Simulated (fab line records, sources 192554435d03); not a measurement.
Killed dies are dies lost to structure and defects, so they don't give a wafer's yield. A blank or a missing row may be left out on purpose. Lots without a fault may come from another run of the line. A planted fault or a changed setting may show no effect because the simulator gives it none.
fab line records | flow n5_finfet
record lots=10 wafers=30 last_day=19
route steps=1938 shown BEOL_M12@1636
lots that met no fault: from a run of the same line without faults
start_h: hours from the record's first day to the start of the lot's first wafer shown | wait_h: hours since the lot's step before | " the same as in the row above | L1.1+2: a row that stands for several wafers | - no value, or no start given | * or withheld: withheld | < > ~ a bound
route shown NAME@n: a module of which the file shows steps, and the number in the route of the first | usual: mean/standard deviation of fault-free wafers | same: alike in all rows | chamber/n: place in a boat | sites: the reading at each site | _std_site: their standard deviation | _edge_site: outer sites' mean less inner sites' | radius_mm: how far each site lies from the wafer's centre | mask NAME#n: copy n | behind: the tool/chamber that last shaped the wafer | hold: why the lot was held/for how many hours/how that ended | device: the transistor (n, p or np) that didn't switch | end of line: the same wafers' tests at the end of the route | a step without rows: its recipe alone | killed: dies lost to structure and defects at the first sort, not the wafer's yield | map: a wafer's dies, x killed, . not, _ none there
set.NAME: the setting as run; set.NAME@STEP: as run at that earlier step | model.NAME: the simulator's own value behind a step, which no gauge read
steps of the route over a sample of lots; a table a step, a row a wafer
services: from which hour (start_h, from the record's first day; less than 0 if before it) a tool's chamber was out of use, for how many hours, and why
## steps
# step N5_BEOL_M12_ETCH_67
# recipe chemistry=CF4 target=SiARC target_depth_a=1430 time_s=238.3 ion_energy_ev=80 pressure_mtorr=40 source_w=545 bias_w=36 Ar_flow_sccm=100 cf4_flow_sccm=100 ends=cleared
# usual drypump_motor_current_A=5.9/0.5 etch_rf_on_time_s=239/3.5 oes_product_au=0.67/0.059 rf_vpp_V=184.6/1.2 showerhead_plenum_p_Torr=2.18/0.062 throttle_valve_pct=15.60/0.23
# columns lot.wafer tool chamber start_h wait_h drypump_motor_current_A etch_rf_on_time_s oes_product_au rf_hours_counter_h rf_vpp_V showerhead_plenum_p_Torr throttle_valve_pct
L678.2 rie_diel-02 1 260.49 0.0 5.0 240 0.72 65 183.9 2.08 15.47
L678.3 " 3 " " 5.8 235 0.69 120 185.6 2.24 15.80
L678.5 " 2 " " 6.1 241 0.77 - 185.5 2.27 15.53
L681.2 rie_diel-02 2 278.94 0.0 6.0 242 0.76 25 185.8 2.27 15.53
L681.4 " 3 " " 5.8 238 0.68 127 187.2 2.24 15.81
L681.6 " 0 " " 6.2 246 0.59 - 185.6 2.21 15.74
L683.1 rie_diel-05 0 299.90 0.0 5.6 236 0.61 172 184.6 2.22 15.81
L683.2 " 2 " " 5.9 234 0.78 10 183.3 2.19 15.11
L683.4 " 1 " " 4.9 238 0.70 89 183.7 2.08 15.42
L684.3 rie_diel-03 2 300.96 0.0 5.8 239 0.70 77 185.6 2.25 15.74
L684.5 " 2 " " 5.8 239 0.70 - 186.3 2.25 15.75
L684.6 " 0 " " 6.4 240 0.72 - 184.0 2.18 15.35
L685.2 rie_diel-03 1 311.74 0.0 6.7 243 0.60 219 185.6 2.20 15.42
L685.3 " 2 " " 5.8 239 0.70 83 186.2 2.25 15.76
L685.5 " 2 " " 5.8 240 0.69 - 186.1 2.25 15.75
L696.1 rie_diel-05 2 372.59 0.0 5.9 233 0.74 34 183.2 2.18 15.15
L696.5 " 0 " " 5.7 235 0.60 - 184.0 2.22 15.85
L696.6 " 2 " " 5.9 234 0.74 - 184.4 2.18 15.16
L695.2 rie_diel-03 1 375.45 0.0 6.7 246 0.58 246 185.4 2.19 15.47
L695.5 " 0 " " 6.4 242 0.69 - 184.9 2.17 15.41
L695.6 " 1 " " 6.7 245 0.58 - 184.3 2.19 15.48
L697.2 rie_diel-02 2 376.12 0.0 6.0 241 0.72 60 183.1 2.26 15.62
L697.4 " 0 " " 6.2 240 0.58 250 185.3 2.20 15.82
L697.6 " 3 " " 5.8 234 0.65 - 184.3 2.23 15.87
L699.2 rie_diel-02 2 386.67 0.0 6.0 241 0.70 65 184.7 2.26 15.61
L699.5 " 2 " " 6.0 238 0.71 - 185.0 2.26 15.61
L699.6 " 1 " " 5.0 239 0.68 - 183.0 2.07 15.58
L700.1 rie_diel-03 3 407.57 0.0 6.1 239 0.59 245 183.0 2.11 15.86
L700.3 " 0 " " 6.4 242 0.67 93 183.0 2.16 15.46
L700.4 " 0 " " 6.4 242 0.68 - 183.5 2.16 15.45
# step N5_BEOL_M12_TRENCH_ETCH_34
# recipe chemistry=C4F8/O2/Ar target=SiOC target_depth_a=3189.5 mask_material=SOC pressure_mtorr=30 source_w=3000 bias_w=700 Ar_flow_sccm=400 C4F8_flow_sccm=15 O2_flow_sccm=8 he_inner_torr=15 he_outer_torr=30 time_s=125.5 ion_energy_ev=250
# usual O2_flow_sccm=7.994/0.025 drypump_motor_current_A=5.9/0.5 oes_product_au=0.79/0.072 rf_vpp_V=667.3/2.8 showerhead_plenum_p_Torr=3.48/0.098 throttle_valve_pct=24.18/0.24
# columns lot.wafer tool chamber start_h wait_h O2_flow_sccm drypump_motor_current_A oes_product_au rf_hours_counter_h rf_vpp_V showerhead_plenum_p_Torr throttle_valve_pct
L678.2 rie_diel-02 1 260.82 0.0 8.011 5.0 0.84 65 661.6 3.32 24.08
L678.3 " 3 " " 7.986 5.8 0.81 120 669.2 3.57 24.43
L678.5 " 2 " " 7.963 6.1 0.91 - 671.5 3.63 24.23
L681.2 rie_diel-02 2 279.26 0.0 8.015 6.1 0.89 25 670.0 3.63 24.23
L681.4 " 3 " " 7.993 5.8 0.80 127 669.9 3.57 24.45
L681.6 " 0 " " 8.005 6.2 0.70 - 668.4 3.53 24.30
L683.1 rie_diel-05 0 300.22 0.0 8.005 5.7 0.71 172 669.9 3.54 24.37
L683.2 " 2 " " 7.989 5.9 0.91 11 668.8 3.48 23.68
L683.4 " 1 " " 8.010 4.9 0.82 89 662.2 3.32 24.05
L684.3 rie_diel-03 2 301.28 0.0 7.978 5.8 0.81 77 669.8 3.59 24.44
L684.5 " 2 " " 7.972 5.8 0.81 - 671.0 3.59 24.44
L684.6 " 0 " " 8.020 6.4 0.85 - 668.0 3.47 23.96
L685.2 rie_diel-03 1 312.06 0.0 8.041 6.7 0.70 220 668.8 3.51 23.86
L685.3 " 2 " " 8.012 5.8 0.80 83 670.5 3.58 24.42
L685.5 " 2 " " 8.028 5.8 0.81 - 670.5 3.58 24.44
L696.1 rie_diel-05 2 373.08 0.0 7.978 5.9 0.87 34 667.5 3.47 23.71
L696.5 " 0 " " 7.999 5.7 0.69 - 669.2 3.53 24.39
L696.6 " 2 " " 7.974 5.9 0.86 - 668.5 3.47 23.70
L695.2 rie_diel-03 1 375.78 0.0 8.010 6.7 0.68 246 667.8 3.49 23.89
L695.5 " 0 " " 7.967 6.4 0.81 - 663.9 3.45 23.98
L695.6 " 1 " " 7.994 6.7 0.68 - 666.5 3.49 23.89
L697.2 rie_diel-02 2 376.45 0.0 7.954 6.1 0.84 60 671.1 3.61 24.29
L697.4 " 0 " " 8.013 6.2 0.67 250 666.5 3.51 24.36
L697.6 " 3 " " 7.991 5.8 0.77 - 668.4 3.55 24.47
L699.2 rie_diel-02 2 387.00 0.0 7.973 6.1 0.83 65 671.4 3.60 24.30
L699.5 " 2 " " 7.973 6.1 0.83 - 671.0 3.60 24.30
L699.6 " 1 " " 8.017 5.0 0.79 - 662.6 3.30 24.15
L700.1 rie_diel-03 3 407.90 0.0 7.991 6.1 0.70 246 664.6 3.36 24.33
L700.3 " 0 " " 8.014 6.4 0.80 93 665.8 3.44 24.02
L700.4 " 0 " " 8.021 6.4 0.79 - 665.3 3.44 24.00
# step N5_BEOL_M12_STRIP_37
# recipe chemistry=N2/H2 power_w=1000 temp_c=250 h2_frac=0.65 overash_fraction=0.3 pressure_mtorr=withheld n2_flow_sccm=1750 h2_flow_sccm=3250
# usual drypump_motor_current_A=5.5/0.53 h2_flow_sccm=3251/8.4 heater_power_w=333/28 oes_product_au=0.791/0.0097
# columns lot.wafer tool chamber start_h wait_h drypump_motor_current_A h2_flow_sccm heater_power_w oes_product_au rf_hours_counter_h
L678.2 plasma_asher-01 0 261.01 0.0 5.6 3256 355 0.785 131
L678.3 " 1 " " 4.8 3242 296 0.801 -
L678.5 " 1 " " 4.8 3262 292 0.795 -
L681.2 plasma_asher-02 0 279.46 0.0 6.1 3254 356 0.782 68
L681.4 " 0 " " 6.1 3252 341 0.797 -
L681.6 " 0 " " 6.1 3255 347 0.791 -
L683.1 plasma_asher-02 1 300.42 0.0 5.9 3262 335 0.763 72
L683.2 " 0 " " 6.1 3567 339 0.784 72
L683.4 " 1 " " 5.9 3255 335 0.791 -
L684.3 plasma_asher-02 0 301.50 0.1 6.1 3581 352 0.796 -
L684.5 " 1 " " 5.9 3251 334 0.787 -
L684.6 " 0 " " 6.1 3581 346 0.777 -
L685.2 plasma_asher-01 0 312.26 0.0 5.6 3244 366 0.804 142
L685.3 " 0 " " 5.7 3244 356 0.786 -
L685.5 " 1 " " 4.8 3253 293 0.803 -
L696.1 plasma_asher-02 0 373.33 0.0 6.1 3250 344 0.784 87
L696.5 " 0 " " 6.1 3250 338 0.792 -
L696.6 " 1 " " 6.0 3235 328 0.780 -
L695.2 plasma_asher-02 0 375.97 0.0 6.1 3233 347 0.799 87
L695.5 " 1 " " 5.9 3235 331 0.807 -
L695.6 " 0 " " 6.1 3239 340 0.785 -
L697.2 plasma_asher-01 0 376.64 0.0 5.6 3258 356 0.788 156
L697.4 " 1 " " 4.7 3236 287 0.778 -
L697.6 " 1 " " 4.8 3254 291 0.789 -
L699.2 plasma_asher-01 1 387.19 0.0 4.7 3262 292 0.797 158
L699.5 " 0 " " 5.6 3252 356 0.804 -
L699.6 " 1 " " 4.8 3244 293 0.779 -
L700.1 plasma_asher-02 0 408.09 0.0 6.1 3249 337 0.788 93
L700.3 " 0 " " 6.1 3243 349 0.793 -
L700.4 " 1 " " 5.9 3259 330 0.802 -
# step N5_BEOL_M12_ETCH_38
# recipe chemistry=CF4/N2 target=SiCN target_depth_a=687 taper_deg=2 time_s=73.4 ion_energy_ev=150 mask_material=SiO2 pressure_mtorr=40 source_w=430 bias_w=70 Ar_flow_sccm=100 cf4_flow_sccm=60 n2_flow_sccm=60
# usual drypump_motor_current_A=5.8/0.49 oes_product_au=0.79/0.074 rf_vpp_V=383.4/1.9 showerhead_plenum_p_Torr=2.25/0.065 throttle_valve_pct=15.41/0.25
# columns lot.wafer tool chamber start_h wait_h drypump_motor_current_A oes_product_au rf_hours_counter_h rf_vpp_V showerhead_plenum_p_Torr throttle_valve_pct
L678.2 rie_diel-02 1 262.12 - 5.0 0.84 66 381.2 2.15 15.34
L678.3 " 3 " " 5.8 0.81 121 384.9 2.31 15.62
L678.5 " 1 " " 5.0 0.83 - 378.9 2.15 15.34
L681.2 rie_diel-02 0 281.00 - 6.2 0.70 217 383.1 2.28 15.58
L681.4 " 2 " " 6.1 0.89 26 386.3 2.34 15.38
L681.6 " 2 " " 6.1 0.88 - 386.7 2.34 15.35
L683.1 rie_diel-02 0 302.49 - 6.2 0.69 222 384.6 2.28 15.58
L683.2 " 3 " " 5.8 0.80 133 386.6 2.30 15.63
L683.4 " 2 " " 6.1 0.86 31 385.9 2.34 15.37
L684.3 rie_diel-05 3 302.83 - 6.4 0.68 233 383.8 2.26 15.74
L684.5 " 3 " " 6.4 0.69 - 384.3 2.26 15.74
L684.6 " 0 " " 5.7 0.71 - 383.6 2.29 15.67
L685.2 rie_diel-02 0 313.42 - 6.2 0.69 226 383.9 2.28 15.59
L685.3 " 1 " " 5.0 0.81 82 381.0 2.14 15.37
L685.5 " 2 " " 6.0 0.87 - 384.0 2.34 15.40
L696.1 rie_diel-05 0 376.45 - 5.7 0.70 191 384.6 2.28 15.68
L696.5 " 0 " " 5.7 0.70 - 383.2 2.28 15.70
L696.6 " 2 " " 5.9 0.86 - 383.5 2.25 14.99
L695.2 rie_diel-05 2 376.60 - 6.0 0.87 37 383.3 2.24 14.97
L695.5 " 2 " " 5.9 0.87 - 383.5 2.24 14.98
L695.6 " 0 " " 5.7 0.70 - 385.1 2.28 15.69
L697.2 rie_diel-05 0 376.75 - 5.7 0.70 191 384.4 2.28 15.69
L697.4 " 2 " " 5.9 0.87 - 383.6 2.24 14.98
L697.6 " 0 " " 5.7 0.71 - 383.7 2.28 15.68
L699.2 rie_diel-02 1 388.42 - 5.0 0.79 111 380.8 2.13 15.43
L699.5 " 2 " " 6.1 0.82 - 385.3 2.33 15.45
L699.6 " 3 " " 5.8 0.76 - 385.5 2.29 15.68
L700.1 rie_diel-02 0 408.19 - 6.2 0.97 4 382.7 2.27 15.15
L700.3 " 1 " " 5.0 0.78 119 379.8 2.13 15.44
L700.4 " 3 " " 5.8 0.76 177 384.7 2.29 15.72
## services
# columns tool chamber start_h hours kind
rie_diel-05 2 248.47 1.5 repair
rie_diel-05 2 250.18 - clean
rie_diel-05 2 250.18 - consumable_replace:focus_ring
rie_diel-05 2 250.18 13.4 scheduled_down
rie_diel-05 2 250.18 13.4 vent_cycle
rie_diel-03 0 253.76 5.9 repair
rie_diel-05 1 276.26 3.2 repair
rie_diel-05 - 322.76 14.6 pm
plasma_asher-02 - 329.02 2.8 pm
rie_diel-05 0 341.64 21.4 repair
rie_diel-05 3 363.02 - clean
rie_diel-05 3 363.02 - consumable_replace:focus_ring
rie_diel-05 3 363.02 17.6 scheduled_down
rie_diel-05 3 363.02 17.6 vent_cycle
rie_diel-05 1 364.89 25.3 repair
rie_diel-03 3 373.30 4.5 repair
rie_diel-02 0 377.03 1.3 repair
rie_diel-02 0 378.56 - clean
rie_diel-02 0 378.56 - consumable_replace:focus_ring
rie_diel-02 0 378.56 19.5 scheduled_down
rie_diel-02 0 378.56 19.5 vent_cycle
rie_diel-03 1 385.22 - clean
rie_diel-03 1 385.22 - consumable_replace:focus_ring
rie_diel-03 1 385.22 24.3 scheduled_down
## key
first_sign step=N5_BEOL_M12_STRIP_37 reading=h2_flow_sccm direction=up sigmas=39 usual=3251 struck=3576
effect none on later readings
met_at N5_BEOL_M12_STRIP_37
struck_lots L683,L684
struck_wafers L683.2,L684.3,L684.6
not_acting_at N5_BEOL_M12_ETCH_67,N5_BEOL_M12_TRENCH_ETCH_34,N5_BEOL_M12_ETCH_38
onset_between 279.46 300.42
fault kind=process_parameter_drift tool=plasma_asher-02 chamber=0 onset_h=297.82 steps=N5_BEOL_M12_STRIP_37 channel=h2_flow_sccm offset=325 shape=step end_h=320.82 acts_in=these_recipes_only stated=3250
